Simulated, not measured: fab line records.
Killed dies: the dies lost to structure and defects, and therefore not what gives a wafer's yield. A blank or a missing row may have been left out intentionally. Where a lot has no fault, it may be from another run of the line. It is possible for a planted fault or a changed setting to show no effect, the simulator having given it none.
The tool behind it: which one? ; flow nand-harc ; 10 lots, 30 wafers sampled, at 5 steps of a route of 1302

== WHAT EACH GAUGE READ, for each wafer ==
NHARC_END_SORT_01.
lot;measured;on;killed-at-array
L323;day 31 12:43;prober-01;90 84 67

== WHICH TOOL RAN EACH LOT (tool, then ch and the chambers of the sampled wafers, then the start) ==
lot;NHARC_A_STAIRCASE_ETCH_444;NHARC_A_SGD_CUT_ETCH_58;NHARC_A_SGD_CUT_STRIP_17;NHARC_A_SGD_CUT_ETCHBACK_24
L307;rie-diel-04 ch 1,2,3, day 19 07:29;rie-diel-10 ch 0,1,3, day 19 16:58;rie-diel-10 ch 0,1,3, day 19 22:25 or earlier;rie-diel-03 ch 0,1,3, day 19 22:25
L311;rie-diel-09 ch 0,1,2, day 20 14:26;rie-diel-13 ch 0,1,2, day 20 22:35;rie-diel-13 ch 0,1,2, day 21 05:47 or earlier;rie-diel-13 ch 0,2,3, day 21 05:47
L310;rie-diel-04 ch 0,1,3, day 20 15:04;rie-diel-03 ch 1,2,3, day 20 22:44;rie-diel-03 ch 0,1,3, day 21 05:49 or earlier;rie-diel-10 ch 0,2, day 21 05:49
L314;rie-diel-01 ch 1,2,3, day 21 14:53;rie-diel-03 ch 2,3, day 21 22:37;rie-diel-03 ch 0,2,3, day 22 04:47 or earlier;rie-diel-10 ch 1,2,3, day 22 04:47
L319;rie-diel-04 ch 0,1, day 23 21:31;rie-diel-13 ch 0,1,2, day 24 05:49;rie-diel-13 ch 0,3, day 24 12:07 or earlier;rie-diel-10 ch 0,3, day 24 12:07
L323;rie-diel-09 ch 0,1,2, day 26 02:13;rie-diel-03 ch 0,1, day 26 09:31;rie-diel-03 ch 0,3, day 26 15:49 or earlier;rie-diel-13 ch 2,3, day 26 15:49
L325;rie-diel-04 ch 1,2,3, day 27 02:09;rie-diel-03 ch 0,1,2, day 27 10:32;rie-diel-03 ch 0,1,2, day 27 19:20 or earlier;rie-diel-13 ch 1,2,3, day 27 19:20
L327;rie-diel-09 ch 1,2,3, day 27 13:59;rie-diel-13 ch 1,2, day 27 22:15;rie-diel-13 ch 1,3, day 28 04:23 or earlier;rie-diel-13 ch 1,2,3, day 28 04:23
L328;rie-diel-01 ch 0,1,3, day 27 14:18;rie-diel-10 ch 1,2, day 27 21:34;rie-diel-10 ch 1,2,3, day 28 04:14 or earlier;rie-diel-13 ch 2,3, day 28 04:14
L330;rie-diel-01 ch 0,1,2, day 28 01:39;rie-diel-10 ch 0,2,3, day 28 09:13;rie-diel-10 ch 0,2,3, day 28 15:23 or earlier;rie-diel-03 ch 0,2,3, day 28 15:23
- NHARC_A_STAIRCASE_ETCH_444: etches the open film in C4F8/O2, target depth 20400 nm, time 6800 s.
- NHARC_A_SGD_CUT_ETCH_58: etches the open film in CF4, target depth 39 nm, time 65 s.
- NHARC_A_SGD_CUT_STRIP_17: strips in O2.
- NHARC_A_SGD_CUT_ETCHBACK_24: etches the open film in CH3F/O2, target depth 50 nm, time 92.857 s.

== THE ANSWER, worked out from the rows above alone ==
Rule: usual is defined by the lots themselves. Put in order of their means at a reading, lots are off if they are a third of the lots or fewer, leave a main group of 4 or more, and stand apart from it by a gap of 3 or more times the standard deviation of the main group's means; of several such gaps the widest counts. If all means in a main group match to the digits the tables above print for the reading, that group is not used. A lot without any number at a reading at which 4 lots or more have one is off too. Any other lot the step has rows for is counted as sound.
None of the lots is off at any reading shown; this tells nothing.

== WHAT HAD BEEN PUT IN BY THE SIMULATOR ==
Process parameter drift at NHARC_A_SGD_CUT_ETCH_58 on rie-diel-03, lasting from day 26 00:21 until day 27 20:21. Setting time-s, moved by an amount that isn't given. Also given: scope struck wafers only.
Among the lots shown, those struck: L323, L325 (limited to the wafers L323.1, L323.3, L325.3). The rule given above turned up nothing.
